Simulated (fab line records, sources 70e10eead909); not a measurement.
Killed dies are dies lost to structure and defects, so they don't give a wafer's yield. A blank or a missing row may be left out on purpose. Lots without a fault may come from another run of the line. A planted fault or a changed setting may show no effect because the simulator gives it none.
Chamber matching | flow nand_harc | NHARC_A_ZERO_WELL_ETCH_19 on rie_diel-11: 3 sister chambers
The step etches the open film in N2/H2, target depth 80 nm, overetch 24 nm, time 87.88 s. 6 wafers are shown with their chamber, then 6 later ones without.

WAFERS WITH THEIR CHAMBER
wafer  | chamber | drypump_motor_current_A (A) | rf_vpp_V (V)
L305.3 | 3       | 6.3                         | 429.3
L305.5 | 3       | 6.3                         | 430.5
L305.6 | 0       | 6.2                         | 429.2
L309.2 | 0       | 6.3                         | 428.0
L309.6 | 1       | 5.9                         | 429.1
L311.3 | 1       | 5.9                         | 430.5

WAFERS WITHOUT THEIR CHAMBER
wafer  | drypump_motor_current_A (A) | rf_vpp_V (V)
L311.4 | 6.2                         | 427.9
L314.1 | 6.2                         | 431.0
L314.5 | 6.2                         | 427.9
L314.6 | 5.9                         | 429.1
L318.2 | 5.9                         | 429.4
L318.6 | 6.2                         | 427.6

WHICH CHAMBER EACH WENT THROUGH
wafer  | from the rows above     | in truth
L311.4 | can't be placed: 0 or 3 | 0
L314.1 | can't be placed: 3 or 0 | 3
L314.5 | can't be placed: 0 or 3 | 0
L314.6 | 1                       | 1
L318.2 | 1                       | 1
L318.6 | can't be placed: 0 or 3 | 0
Placed correctly: 2 of 6. Can't be placed from these rows: 4 (the true chamber is among the candidates in 4). Placed wrongly: 0.
How it was worked out, from the rows above alone: a wafer's distance from a chamber is the root of the sum, over the readings, of the square of ((its reading less the chamber's mean) divided by the reading's scatter). The wafer belongs to the nearest chamber; if the next one is less than 2 further off, it can't be placed. A chamber's mean is the mean of its shown wafers. The scatter: the root of (the sum of the squares of (reading less its chamber's mean) over the shown wafers, divided by (wafers less chambers)).
